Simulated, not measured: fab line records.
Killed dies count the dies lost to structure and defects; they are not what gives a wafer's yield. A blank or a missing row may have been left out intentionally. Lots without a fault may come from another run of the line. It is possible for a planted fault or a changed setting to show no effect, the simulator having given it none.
Split-lot experiment -- flow n5_finfet -- 21 wafers read across 7 lots, on a route 1938 steps long

ON THE SPLIT
At N5_BEOL_M9_COAT_05 (resist thk 90 nm), the setting spin_rpm was moved away from the recipe's 1500 rpm on 8 of the 21 wafers read, by -8.5% to +7.2%. The other wafers ran this setting at the recipe's value.

The split's own step is where the reading is taken.

THE READING
CAR-ArF_of_BEOL_M9_COAT_05.thk_nm (the simulator's own value, which no gauge read), in nm, at N5_BEOL_M9_COAT_05 (resist thk 90 nm). No usual value for it is given in the file. The 13 wafers here that ran the recipe average 89.9 nm, standard deviation 0.37 nm.

wafer,"tool, chamber at the split","spin_rpm as run, rpm",against the recipe,"CAR-ArF_of_BEOL_M9_COAT_05.thk_nm, nm",against lot-mates on the recipe
L080.1,"litho_track-04, 0",1500,recipe,90,-
L080.2,"litho_track-04, 0",1446,-3.6%,91.8,+1.8
L080.5,"litho_track-04, 0",1446,-3.6%,91.8,+1.8
L081.1,"litho_track-05, 0",1500,recipe,89.8,-
L081.3,"litho_track-05, 0",1446,-3.6%,91.6,+1.6
L081.4,"litho_track-05, 0",1500,recipe,90.2,-
L091.2,"litho_track-02, 0",1500,recipe,89.6,-
L091.5,"litho_track-02, 0",1500,recipe,90,-
L091.6,"litho_track-02, 0",1500,recipe,90,-
L090.1,"litho_track-02, 0",1500,recipe,90.6,-
L090.5,"litho_track-02, 0",1500,recipe,90.4,-
L090.6,"litho_track-02, 0",1433,-4.5%,92.4,+1.9
L093.2,"litho_track-02, 0",1608,+7.2%,87.4,-3.0
L093.6,"litho_track-02, 0",1608,+7.2%,87.4,-3.0
L093.5,"litho_track-02, 0",1500,recipe,90.4,-
L096.1,"litho_track-04, 0",1372,-8.5%,94.2,+4.4
L096.2,"litho_track-04, 0",1372,-8.5%,93.8,+4.0
L096.3,"litho_track-04, 0",1500,recipe,89.8,-
L097.2,"litho_track-04, 0",1500,recipe,89.4,-
L097.4,"litho_track-04, 0",1500,recipe,89.4,-
L097.6,"litho_track-04, 0",1500,recipe,89.6,-

THE FIT
A straight line over all 21 wafers: CAR-ArF_of_BEOL_M9_COAT_05.thk_nm changes by -0.434 nm for each +1% of spin_rpm; r = -0.98; the points scatter about the line by 0.39 nm.
The same after taking each lot's own level away (the mean of its wafers on the recipe; 21 wafers): -0.458 nm for each +1%; r = -0.99; scatter 0.19 nm.
Per that fit: largest spin_rpm move, reading shift of 3.9 nm.
Measured against the standard deviation above, the lots' own levels, which go from 89.47 to 90.50 nm, span 2.8 times it.
The two slopes are in agreement: the lot-to-lot level therefore moves the slope only a little.
Check: with one of the wafers moved furthest among these (-8.5%) left out of the fit, the line predicts +3.82 nm for it against its lot-mates. It came out at +4.4 nm against them.

ADDITIONAL SPLITS CARRIED BY THESE WAFERS
These wafers also went through other splits before the reading. Each is held against what the fit with the lots' levels taken away leaves over:
other split on the same wafers,wafers away from the commonest value,r with CAR-ArF_of_BEOL_M9_COAT_05.thk_nm (lot level and that fit taken away)
N5_BEOL_M8_EXPOSE_25 dose_mj,9,+0.41
N5_BEOL_M9_PECVD_70 time_s,10,+0.30

THE FILE'S OWN FIT
CAR-ArF_of_BEOL_M9_COAT_05.thk_nm changes by -0.458 nm for each +1% of spin_rpm, r = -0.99.
